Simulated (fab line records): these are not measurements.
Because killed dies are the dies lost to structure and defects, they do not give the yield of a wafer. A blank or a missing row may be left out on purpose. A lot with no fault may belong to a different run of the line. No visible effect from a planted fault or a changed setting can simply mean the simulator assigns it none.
Chamber matching	flow n5-finfet	4 sister chambers for N5_MOL_CONTACT_COAG_STRIP_72 on rie-diel-04
The step strips in N2/H2. 8 wafers are shown with their chamber, then 10 later ones without.

WAFERS PAIRED WITH THEIR CHAMBERS
wafer	chamber	drypump-motor-current-A (A)	throttle-valve-pct (%)
L079.3	0	5.50	23.88
L085.2	2	5.41	23.32
L085.6	1	5.96	23.39
L086.2	2	5.41	23.28
L086.3	3	5.22	23.86
L086.4	0	5.53	23.86
L089.2	3	5.18	23.80
L089.4	1	5.93	23.38

WAFERS WITH NO CHAMBER GIVEN
wafer	drypump-motor-current-A (A)	throttle-valve-pct (%)
L089.5	5.53	23.94
L090.1	5.91	23.42
L090.2	5.24	23.83
L090.4	5.90	23.40
L091.2	5.93	23.45
L091.4	5.53	23.90
L091.5	5.92	23.39
L092.1	5.56	23.90
L092.2	5.41	22.89
L092.3	5.23	23.81

THE CHAMBER EACH PASSED THROUGH
wafer	from the rows above	in truth
L089.5	0	0
L090.1	1	1
L090.2	3	3
L090.4	1	1
L091.2	1	1
L091.4	0	0
L091.5	1	1
L092.1	0	0
L092.2	2	2
L092.3	3	3
10 of 10 placed correctly. Number that these rows cannot place: 0. 0 placed wrongly.
How it was worked out, from the rows above alone: a wafer's distance from a chamber is the root of the sum, over the readings, of the square of ((its reading less the chamber's mean) divided by the reading's scatter). The wafer belongs to the nearest chamber; if the next one is less than 2 further off, it can't be placed. Each chamber's mean is taken over the wafers shown for it. The scatter is the square root of a quotient: the sum, over the shown wafers, of each reading's squared deviation from its chamber's mean, divided by wafers minus chambers.
